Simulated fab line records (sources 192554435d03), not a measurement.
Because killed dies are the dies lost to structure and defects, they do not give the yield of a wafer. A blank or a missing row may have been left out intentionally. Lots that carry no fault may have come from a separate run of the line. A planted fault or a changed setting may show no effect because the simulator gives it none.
fab line records	flow n5_finfet
record lots=5	wafers=15	last_day=19
route steps=1938 shown BEOL_M15@1808 PASSIVATION@1936
lots untouched by any fault: they come from a run of this same line in which no faults occurred
start_h: the number of hours between the record's first day and the start of the first shown wafer of the lot	wait_h: hours from the lot's prior step to this one	" repeats the value in the row above	L1.1+2: one row covering several wafers at once	- value missing, or start not given	* or withheld: withheld	< > ~ a bound
route shown NAME@n: names a module that has steps shown in the file, with the first one's number in the route	usual: mean/standard deviation of fault-free wafers	same: alike in all rows	chamber/n: place in a boat	sites: each site's reading	_std_site: how widely they spread, as a standard deviation	_edge_site: mean of outer sites minus mean of inner sites	radius_mm: how far each site lies from the wafer's centre	mask NAME#n: copy n	behind: tool/chamber where the wafer was last shaped	hold: why the lot went on hold/how many hours it stayed there/how the hold came to an end	device: the transistor (n, p or np) that didn't switch	end of line: the tests these same wafers got at the end of their route	step lacking rows: just its recipe	killed: count of dies lost to structure and defects at first sort (not the wafer's yield)	map: the dies of a wafer, with x for killed, . for not killed, _ for no die there
set.NAME: the setting that was run; set.NAME@STEP: the one run at that earlier step	model.NAME: the simulator's own value behind a step, which no gauge read
lots at selected steps of the route; one table per step, one row per wafer
services: a tool's chamber out of use, with start hour (start_h, from the record's first day; less than 0 if before it), hours out, and reason
## steps
# step N5_BEOL_M15_ETCH_61
# recipe chemistry=N2/H2	target=BARC	target_depth_a=890	overetch_a=267	time_s=67.9	ion_energy_ev=200	pressure_mtorr=30	source_w=840	bias_w=150	n2_flow_sccm=200	h2_flow_sccm=200
# usual drypump_motor_current_A=5.7/0.38	n2_flow_sccm=200.0/0.61	oes_product_au=0.65/0.064	rf_vpp_V=523.5/2.7	showerhead_plenum_p_Torr=2.54/0.095	throttle_valve_pct=18.04/0.21
lot.wafer	tool	chamber	start_h	wait_h	drypump_motor_current_A	n2_flow_sccm	oes_product_au	rf_hours_counter_h	rf_vpp_V	showerhead_plenum_p_Torr	throttle_valve_pct
L452.1	rie_diel-03	2	318.07	0.0	5.7	198.8	0.58	244	518.8	2.41	18.05
L452.5	"	0	"	"	5.9	200.7	0.66	-	526.8	2.66	18.08
L452.6	"	3	"	"	5.5	200.1	0.58	-	525.7	2.62	18.06
L459.2	rie_diel-05	1	341.36	0.0	5.4	199.6	0.71	86	525.0	2.57	17.72
L459.5	"	3	"	"	6.4	200.1	0.62	-	522.0	2.51	18.20
L459.6	"	2	"	"	6.2	199.7	0.74	-	523.7	2.48	17.82
L461.3	rie_diel-02	3	351.02	0.0	5.9	201.1	0.59	228	520.2	2.41	18.02
L461.5	"	3	"	"	5.9	200.7	0.59	-	520.7	2.41	18.02
L461.6	"	2	"	"	6.0	200.6	0.68	-	521.2	2.45	17.94
L467.2	rie_diel-02	1	417.56	0.0	5.6	198.6	0.60	222	521.4	2.41	18.25
L467.3	"	0	"	"	4.8	199.0	0.73	66	524.9	2.57	17.89
L467.6	"	2	"	"	6.1	199.0	0.67	-	521.5	2.45	17.98
L472.3	rie_diel-05	3	442.10	0.0	6.4	199.9	0.60	228	523.2	2.50	18.28
L472.5	"	2	"	"	6.2	200.1	0.71	-	521.5	2.47	17.87
L472.6	"	1	"	"	5.3	199.8	0.67	-	523.4	2.56	17.79
# step N5_BEOL_M15_TRENCH_ETCH_34
# recipe chemistry=C4F8/O2/Ar	target=SiO2	target_depth_a=8729.3	he_inner_torr=15	he_outer_torr=30	time_s=199	ion_energy_ev=800	pressure_mtorr=20	source_w=1905	bias_w=2040	Ar_flow_sccm=400	C4F8_flow_sccm=16	O2_flow_sccm=12
# usual drypump_motor_current_A=5.7/0.38	oes_f_703_au=0.76/0.074	oes_product_au=0.76/0.078	rf_vpp_V=2221/18	showerhead_plenum_p_Torr=3.43/0.12	throttle_valve_pct=31.04/0.19
lot.wafer	tool	chamber	start_h	wait_h	drypump_motor_current_A	oes_f_703_au	oes_product_au	rf_hours_counter_h	rf_vpp_V	showerhead_plenum_p_Torr	throttle_valve_pct
L452.1	rie_diel-03	2	318.12	0.0	5.7	0.67	0.67	244	2222	3.28	31.01
L452.5	"	0	"	"	5.9	0.78	0.78	-	2228	3.57	30.99
L452.6	"	3	"	"	5.5	0.68	0.68	-	2234	3.55	31.12
L459.2	rie_diel-05	1	341.41	0.0	5.3	0.81	0.83	86	2236	3.48	30.81
L459.5	"	3	"	"	6.4	0.74	0.73	-	2236	3.41	31.27
L459.6	"	2	"	"	6.2	0.85	0.86	-	2224	3.36	30.94
L461.3	rie_diel-02	3	351.07	0.0	5.9	0.70	0.70	228	2180	3.27	30.84
L461.5	"	3	"	"	5.9	0.71	0.70	-	2183	3.27	30.84
L461.6	"	2	"	"	6.1	0.81	0.80	-	2219	3.33	31.04
L467.2	rie_diel-02	1	417.61	0.0	5.6	0.71	0.69	222	2199	3.26	31.15
L467.3	"	0	"	"	4.8	0.87	0.86	66	2216	3.47	30.90
L467.6	"	2	"	"	6.1	0.78	0.79	-	2218	3.32	31.04
L472.3	rie_diel-05	3	442.15	0.0	6.3	0.72	0.70	228	2234	3.39	31.29
L472.5	"	2	"	"	6.2	0.82	0.82	-	2223	3.34	30.99
L472.6	"	1	"	"	5.4	0.77	0.80	-	2235	3.46	30.83
# step N5_BEOL_M15_STRIP_36
# recipe chemistry=O2	power_w=600	temp_c=60	pressure_mtorr=30	rf_frequency_hz=6e+07	bias_power_w=0	overash_fraction=0.3	o2_flow_sccm=225
# usual drypump_motor_current_A=5.7/0.42	oes_product_au=0.77/0.086	rf_vpp_V=3.5/0.94	showerhead_plenum_p_Torr=2.08/0.076	throttle_valve_pct=16.79/0.2
lot.wafer	tool	chamber	start_h	wait_h	drypump_motor_current_A	oes_product_au	rf_hours_counter_h	rf_vpp_V	showerhead_plenum_p_Torr	throttle_valve_pct
L452.1	rie_diel-02	0	318.51	0.2	4.8	0.91	30	2.9	2.14	16.66
L452.5	"	3	"	"	5.9	0.70	-	3.3	2.00	16.73
L452.6	"	0	"	"	4.8	0.90	-	6.3	2.15	16.64
L459.2	rie_diel-02	3	342.14	0.5	5.9	0.69	224	3.6	1.99	16.76
L459.5	"	3	"	"	5.9	0.69	-	3.6	1.99	16.73
L459.6	"	2	"	"	6.0	0.81	-	4.1	2.03	16.74
L461.3	rie_diel-02	1	351.33	0.1	5.6	0.70	210	3.4	2.00	17.03
L461.5	"	3	"	"	5.9	0.69	-	5.1	1.99	16.76
L461.6	"	1	"	"	5.6	0.71	-	3.9	2.00	17.01
L467.2	rie_diel-03	3	419.03	1.2	5.5	0.67	238	2.5	2.16	16.98
L467.3	"	2	"	"	5.7	0.92	8	4.3	2.24	16.45
L467.6	"	1	"	"	5.7	0.69	-	4.5	2.06	17.10
L472.3	rie_diel-03	0	443.24	0.9	5.9	0.74	164	2.8	2.17	16.78
L472.5	"	1	"	"	5.8	0.68	-	5.6	2.06	17.09
L472.6	"	0	"	"	5.9	0.75	-	2.6	2.17	16.78
# step N5_BEOL_M15_STRIP_62
# recipe chemistry=O2	power_w=600	temp_c=60	pressure_mtorr=30	rf_frequency_hz=6e+07	bias_power_w=0	overash_fraction=0.3	o2_flow_sccm=225
# step N5_BEOL_M15_STRIP_37
# recipe chemistry=O2	power_w=600	temp_c=60	pressure_mtorr=30	rf_frequency_hz=6e+07	bias_power_w=0	overash_fraction=0.3	o2_flow_sccm=225
# usual drypump_motor_current_A=5.7/0.43	oes_product_au=0.77/0.085	rf_vpp_V=3.6/0.64	showerhead_plenum_p_Torr=2.08/0.076	throttle_valve_pct=16.79/0.19
lot.wafer	tool	chamber	start_h	wait_h	drypump_motor_current_A	oes_product_au	rf_hours_counter_h	rf_vpp_V	showerhead_plenum_p_Torr	throttle_valve_pct
L452.1	rie_diel-02	0	-	-	4.8	0.91	30	2.9	2.14	16.65
L452.5	"	3	"	"	5.9	0.70	-	3.2	2.00	16.71
L452.6	"	0	"	"	4.8	0.91	-	4.4	2.14	16.63
L459.2	rie_diel-02	3	-	-	5.9	0.70	224	3.6	1.99	16.72
L459.5	"	3	"	"	5.9	0.70	-	4.6	1.99	16.76
L459.6	"	2	"	"	6.0	0.82	-	4.0	2.03	16.76
L461.3	rie_diel-02	1	-	-	5.6	0.70	210	4.5	2.00	17.02
L461.5	"	3	"	"	5.9	0.69	-	3.5	1.99	16.73
L461.6	"	1	"	"	5.6	0.71	-	2.1	2.00	17.04
L467.2	rie_diel-03	3	-	-	5.5	0.67	238	3.2	2.16	16.96
L467.3	"	2	"	"	5.7	0.93	8	4.3	2.24	16.43
L467.6	"	1	"	"	5.8	0.69	-	4.1	2.06	17.07
L472.3	rie_diel-03	0	-	-	6.0	0.75	164	3.4	2.17	16.76
L472.5	"	1	"	"	5.8	0.69	-	3.8	2.06	17.06
L472.6	"	0	"	"	6.0	0.76	-	3.2	2.17	16.76
# step N5_BEOL_M15_ETCH_38
# recipe chemistry=CF4/N2	target=SiCN	target_depth_a=1064	taper_deg=2	time_s=120.5	ion_energy_ev=150	mask_material=SiO2	pressure_mtorr=40	source_w=430	bias_w=70	Ar_flow_sccm=100	cf4_flow_sccm=60	n2_flow_sccm=60
# step N5_BEOL_M15_PRECLEAN_39
# recipe chemistry=residue_remover	time_s=60	temp_c=40
# step N5_BEOL_M15_SRD_40
# recipe time_s=30	temp_c=23	rinse_liquid=diw	dry=n2_spin	spin_rpm=1500	dry_time_s=30
# step N5_BEOL_M15_DEGAS_41
# recipe ambient=vacuum	temp_c=300	time_s=60
# usual heater_power_w=476/54
lot.wafer	tool	chamber	start_h	wait_h	heater_power_w
L452.1	pvd_sputter-01	-	319.25	0.4	470
L452.5	"	-	"	"	475
L452.6	"	-	"	"	578
L459.2	pvd_sputter-01	-	342.92	0.5	488
L459.5	"	-	"	"	493
L459.6	"	-	"	"	579
L461.3	pvd_sputter-03	-	353.17	1.5	456
L461.5	"	-	"	"	409
L461.6	"	-	"	"	457
L467.2	pvd_sputter-03	-	419.59	0.2	388
L467.3	"	-	"	"	420
L467.6	"	-	"	"	403
L472.3	pvd_sputter-02	-	443.87	0.3	543
L472.5	"	-	"	"	447
L472.6	"	-	"	"	532
# step N5_BEOL_M15_PRE_CLEAN_42
# recipe gas=H2/He	time_s=30	temp_c=300
# step N5_BEOL_M15_SPUTTER_43
# recipe material=TaN	target_thk_a=150	temp_c=50	bias_v=168.6	power_w=15000	chamber_pressure_pa=0.12	time_s=24.19
# step N5_BEOL_M15_SPUTTER_44
# recipe material=Ta	target_thk_a=150	temp_c=50	bias_v=80	power_w=15000	chamber_pressure_pa=0.07	time_s=24.19
# usual cathode_dc_power_W=15000/2.8	throttle_valve_pct=29.6/1
lot.wafer	tool	chamber	start_h	wait_h	cathode_dc_power_W	throttle_valve_pct	model.Ta_of_BEOL_M15_SPUTTER_44.thk_nm
L452.1	pvd_sputter-01	-	319.41	0.0	14997	28.4	14.8
L452.5	"	-	"	"	14998	28.8	14.8
L452.6	"	-	"	"	15002	31.4	14.8
L459.2	pvd_sputter-01	-	343.08	0.0	14997	29.7	14.6
L459.5	"	-	"	"	15002	29.2	14.6
L459.6	"	-	"	"	13828	31.2	13.4
L461.3	pvd_sputter-03	-	353.33	0.0	14998	29.0	15.2
L461.5	"	-	"	"	15002	29.2	15
L461.6	"	-	"	"	14998	29.2	15.2
L467.2	pvd_sputter-03	-	419.75	0.0	14999	30.6	15
L467.3	"	-	"	"	14999	28.2	15.2
L467.6	"	-	"	"	15000	29.3	15
L472.3	pvd_sputter-02	-	444.03	0.0	14998	29.9	15
L472.5	"	-	"	"	15005	31.6	15
L472.6	"	-	"	"	15006	30.3	15
# step N5_BEOL_M15_SPUTTER_45
# recipe material=Cu	target_thk_a=1000	temp_c=-20	bias_v=60	power_w=26000	chamber_pressure_pa=0.13	time_s=16.67
# step N5_PASSIVATION_PROBE_49
# usual defect_limited_yield=91.2/1.3	killed_at_M0_to_M3=34/9.2	killed_at_M4_up=14/5	killed_at_contacts=13/6.7	killed_at_front_end=39/12	killed_at_other=4/3.3	killed_dies=104/15	killed_on_rim=14/3.7	killed_open=68/12	killed_short=34/7.5	sort_bin_5_function=5.2/0.87	sort_bin_6_memory=3.3/0.63	sort_n_pass=1076/15	sort_yield_pct=91.2/1.3
# same gross_dies=1180	killed_at_back_side=0	sort_bin_4_leakage[%]=0	sort_bin_8_speed[%]=0
lot.wafer	tool	chamber	start_h	wait_h	defect_limited_yield[%]	killed_at_M0_to_M3	killed_at_M4_up	killed_at_contacts	killed_at_front_end	killed_at_other	killed_dies	killed_on_rim	killed_open	killed_short	sort_bin_5_function[%]	sort_bin_6_memory[%]	sort_n_pass	sort_yield_pct[%]
L467.2	prober-02	-	439.59	0.1	89.3	43	11	12	59	1	126	19	87	33	6.7	3.5	1054	89.3
L467.3	prober-02	-	439.64	0.1	90.1	42	12	13	48	2	117	13	81	30	5.2	4.2	1063	90.1
L467.6	prober-02	-	439.79	0.3	88.9	38	11	10	67	5	131	20	82	43	6.4	4.2	1049	88.9
# killed by level:class
L467.2 BEOL_M2:geometric_particle:open=13 MOL_CONTACT_COAG:geometric_particle:open=12 FIN_SAQP:geometric_particle:open=9 STI_FIN_REVEAL:geometric_particle:open=9 BEOL_M0_SAQP:geometric_particle:short=9 FIN_SAQP:geometric_particle:short=8 BEOL_M3:geometric_particle:open=8 DUMMY_GATE:geometric_particle:open=7
L467.3 BEOL_M0_SAQP:geometric_particle:open=15 MOL_CONTACT_COAG:geometric_particle:open=13 FIN_SAQP:geometric_particle:open=12 FIN_SAQP:geometric_particle:short=9 STI_FIN_REVEAL:geometric_particle:open=9 BEOL_M2:geometric_particle:open=8 BEOL_M0_SAQP:geometric_particle:short=7 BEOL_M4:geometric_particle:open=5
L467.6 STI_FIN_REVEAL:geometric_particle:open=18 BEOL_M3:geometric_particle:open=13 BEOL_M0_SAQP:geometric_particle:short=9 GATE_CUT:geometric_particle:short=8 MOL_CONTACT_COAG:geometric_particle:open=8 BEOL_M4:geometric_particle:open=6 FIN_SAQP:geometric_particle:short=5 GATE_CUT:geometric_particle:open=5
## services
tool	chamber	start_h	hours	kind
rie_diel-02	0	294.77	12.3	repair
rie_diel-03	1	312.30	15.5	repair
rie_diel-05	3	315.21	3.1	repair
rie_diel-02	2	322.19	4.5	repair
rie_diel-03	-	327.21	28.1	pm
rie_diel-05	-	329.22	0.3	repair
rie_diel-02	-	332.96	1.8	repair
rie_diel-02	0	350.85	2.9	repair
rie_diel-03	2	358.60	-	clean
rie_diel-03	2	358.60	-	consumable_replace:focus_ring
rie_diel-03	2	358.60	-	consumable_replace:showerhead
rie_diel-03	2	358.60	21.6	scheduled_down
rie_diel-02	-	368.45	4.3	pm
rie_diel-03	-	374.24	1.1	repair
rie_diel-05	3	381.29	7.0	repair
rie_diel-03	-	408.89	2.8	pm
rie_diel-02	-	412.46	0.3	repair
rie_diel-02	3	414.83	-	clean
rie_diel-02	3	414.83	-	consumable_replace:focus_ring
rie_diel-02	3	414.83	-	consumable_replace:showerhead
rie_diel-02	3	414.83	25.2	scheduled_down
rie_diel-02	3	414.83	25.2	vent_cycle
rie_diel-05	2	431.49	8.2	repair
rie_diel-05	0	434.83	5.0	repair
## key
first_sign step=N5_BEOL_M15_SPUTTER_44	reading=cathode_dc_power_W	direction=down	sigmas=99+	usual=*	struck=*
effect none on later readings
model_effect step=N5_BEOL_M15_SPUTTER_44	value=Ta_of_BEOL_M15_SPUTTER_44.thk_nm	without=14.6	struck=13.4
met_at N5_BEOL_M15_SPUTTER_44
struck_wafers L459.6
onset_between 319.41 343.08
fault kind=process_parameter_drift	tool=pvd_sputter-01	chamber=-	onset_h=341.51	steps=N5_BEOL_M15_SPUTTER_44	channel=power_w	offset=*	shape=step	end_h=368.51	acts_in=*	stated=*	scope=struck_wafers_only
